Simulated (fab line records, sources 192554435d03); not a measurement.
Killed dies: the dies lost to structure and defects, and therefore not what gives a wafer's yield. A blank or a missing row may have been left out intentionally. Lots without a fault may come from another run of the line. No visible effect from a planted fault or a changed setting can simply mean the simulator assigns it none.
Split-lot trial    flow n5-finfet    on a route of 1938 steps: 7 lots, 21 wafers read

== THE SPLIT ==
At N5_BEOL_M2_COAT_67 (time 60 s, resist thk 60 nm), the setting spin-rpm was moved away from the recipe's 1500 rpm on 11 of the 21 wafers read, by -9.4% to +8.6%. For the rest of the wafers, this setting stayed at what the recipe calls for.

== FROM THE SPLIT TO THE READING: what the file shows between them, 5 steps ==
- N5_BEOL_M2_EXPOSE_25: exposes mask V1, defocus 5 nm (also split here: dose-mj)
- N5_BEOL_M2_PEB_26: peb time 60 s
- N5_BEOL_M2_DEVELOP_27: develop time 30 s
- N5_BEOL_M2_ALD_98: deposits SiO2, target thk 2.5 nm, pulse time 1 s, co reactant pulse time 1 s
- N5_BEOL_M2_ETCHBACK_99: etches SiO2 in CHF3, target depth 5 nm, time 10.4 s

== THE READING ==
etch.depth-nm (the simulator's own value, which no gauge read), in nm, at N5_BEOL_M2_ETCH_70 (etches SOC in N2/H2, target depth 80 nm, overetch 24 nm, time 130 s). The file does not state a usual value for it. Here, 10 wafers ran the recipe; their average is 59.96 nm with a standard deviation of 0.15 nm.

wafer   tool, chamber at the split  spin-rpm as run, rpm  against the recipe  etch.depth-nm, nm  against lot-mates on the recipe
L074.3  litho-track-05, 0           1500                  recipe              60.08              -
L074.4  litho-track-05, 0           1572                  +4.8%               58.69              -1.39
L074.6  litho-track-05, 0           1572                  +4.8%               58.8               -1.28
L076.3  litho-track-01, 0           1500                  recipe              59.95              -
L076.4  litho-track-01, 0           1359                  -9.4%               63.07              +3.12
L076.6  litho-track-01, 0           1359                  -9.4%               62.99              +3.04
L081.2  litho-track-03, 0           1629                  +8.6%               57.76              -2.15
L081.3  litho-track-03, 0           1629                  +8.6%               57.75              -2.16
L081.4  litho-track-03, 0           1500                  recipe              59.91              -
L084.3  litho-track-03, 0           1500                  recipe              59.94              -
L084.4  litho-track-03, 0           1584                  +5.6%               58.37              -1.57
L084.5  litho-track-03, 0           1584                  +5.6%               58.38              -1.56
L094.4  litho-track-03, 0           1434                  -4.4%               61.3               +1.16
L094.5  litho-track-03, 0           1434                  -4.4%               61.48              +1.34
L094.6  litho-track-03, 0           1500                  recipe              60.14              -
L095.1  litho-track-03, 0           1500                  recipe              59.78              -
L095.4  litho-track-03, 0           1500                  recipe              59.67              -
L095.5  litho-track-03, 0           1500                  recipe              59.96              -
L096.4  litho-track-03, 0           1599                  +6.6%               58.29              -1.82
L096.5  litho-track-03, 0           1500                  recipe              60.09              -
L096.6  litho-track-03, 0           1500                  recipe              60.13              -

FIT RESULTS
A straight line over all 21 wafers: etch.depth-nm changes by -0.292 nm for each +1% of spin-rpm; r = -0.99; the points scatter about the line by 0.17 nm.
The same after taking each lot's own level away (the mean of its wafers on the recipe; 21 wafers): -0.29 nm for each +1%; r = -0.99; scatter 0.15 nm.
On that fit, the largest move of spin-rpm shifts the reading by 2.7 nm.
Measured against the standard deviation above, the lots' own levels, which go from 59.803 to 60.140 nm, span 2.3 times it.
Hence the lot-to-lot level has little effect on the slope; both slopes agree.
Check: with one of the wafers moved furthest among these (-9.4%) left out of the fit, the line predicts +2.7 nm for it against its lot-mates. It came out at +3.12 nm against them.

== OTHER SPLITS ON THESE WAFERS ==
Other splits were also applied to these wafers ahead of the reading. Each is held against what the fit with the lots' levels taken away leaves over:
other split on the same wafers              wafers away from the commonest value  r with etch.depth-nm (lot level and that fit taken away)
N5_BEOL_M0_SAQP_SPACER2_ETCHBACK_27 time-s  6                                     +0.08
N5_BEOL_M1_ETCH_64 time-s                   9                                     +0.37
N5_BEOL_M2_COAT_61 spin-rpm                 10                                    +0.03
N5_BEOL_M2_EXPOSE_25 dose-mj                5                                     -0.42

== THE WHOLE CHAIN: every reading that the file lists as answering this split, in the file's order ==
step                what it does                                                         reading                                                                         change (the file's fit)                r (the file's)
N5_BEOL_M2_COAT_67  time 60 s, resist thk 60 nm                                          SOC_of_BEOL_M2_COAT_67.thk-nm (the simulator's own value, which no gauge read)  -0.285 nm for each +1% of the setting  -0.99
N5_BEOL_M2_ETCH_70  etches SOC in N2/H2, target depth 80 nm, overetch 24 nm, time 130 s  etch.depth-nm (the simulator's own value, which no gauge read)                  -0.287 nm for each +1% of the setting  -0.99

== FILE'S OWN FIT ==
etch.depth-nm changes by -0.287 nm for each +1% of spin-rpm, r = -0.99.
